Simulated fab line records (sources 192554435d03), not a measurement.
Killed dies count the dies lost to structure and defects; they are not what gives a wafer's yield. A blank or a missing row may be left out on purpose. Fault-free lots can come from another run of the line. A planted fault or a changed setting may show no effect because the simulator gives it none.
8D (eight disciplines) problem report, filled in by code	flow n5Finfet	the parts of the form that need people (team, actions taken, sign-off) are left out

## 1. PROBLEM STATEMENT
etchRfOnTimeS at N5_BEOL_M6_ETCH_72 reads a mean of 3.31 s on 6 wafers of 2 lots; wafers without a fault read 5.21 s with a standard deviation of 0.099. Measured from the usual mean, that is -19 standard deviations.
The step: etches underlayer in N2/H2, target depth 6.5 nm, time 5.2 s.
Seen first at day 10 03:34 on rieDiel-06, wafer L359.1. The record holds 29 wafers of 10 lots with a number at this step. Rule for "out" (also "out of limits"): further than 4 standard deviations from the usual mean. Any other wafer with a number is counted as sound.

## 2. WHAT IT IS AND WHAT IT IS NOT
question	is	is not
which readings at this step	etchRfOnTimeS	drypumpMotorCurrentA, rfVppV, showerheadPlenumPTorr
which lots	L359, L360	L355, L356, L357, L367, L371, L372, L375, L376
which wafers of those lots	all that have a number	-
read on which tools	rieDiel-06	rieDiel-01, rieDiel-02
when	from day 10 03:34	up to then (9 sound wafers); but 14 sound wafers of L367, L371, L372, L375, L376 came after

## 3. WHAT RULES OUT EACH SUSPECT
Counting: a tool at any process step up to the reading remains a suspect when it ran all the lots that are out and ran no sound lot after the first of those.
- rieDiel-06 at N5_BEOL_M6_ETCH_72 (etches underlayer in N2/H2, target depth 6.5 nm, time 5.2 s): kept. Every lot that is out went through it, starting with L359 (day 10 03:34), and after that it ran no sound lot; the last sound lot it ran before then is L356 (day 9 15:02). On those wafers its own readings are out: etchRfOnTimeS.
After counting, what remains is rieDiel-06 at N5_BEOL_M6_ETCH_72.

## 4. THE CAUSE (what the simulator had put in)
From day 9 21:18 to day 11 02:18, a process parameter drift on rieDiel-06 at N5_BEOL_M6_ETCH_72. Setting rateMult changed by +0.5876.
The count eliminated every tool but this one.

## 5. THE EFFECT CHAIN, in route order
Each row: a reading where the mean over the struck wafers with a number is more than 3 standard deviations away from the usual. Readings are gone through only where the record gives a usual standard deviation; hours: the median, over the lots, of the time from a lot's start at the first step in this table giving one to that lot's start at this step; sigmas: the change measured in usual standard deviations.
hours	step	reading	usual	on struck wafers	change	sigmas
0	N5_BEOL_M6_ETCH_72	etchRfOnTimeS	5.21 s	3.31	-1.90	-19
0	N5_BEOL_M6_ETCH_72	oesProductAu	0.70 a.u.	0.91	+0.21	+3.2
Process steps it contains:
- N5_BEOL_M6_ETCH_72: etches underlayer in N2/H2, target depth 6.5 nm, time 5.2 s.

## 6. HOW IT WOULD HAVE BEEN CAUGHT EARLIER
In this record no reading fell out of limits until day 10 03:34, 6 hours after the fault had begun at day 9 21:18.
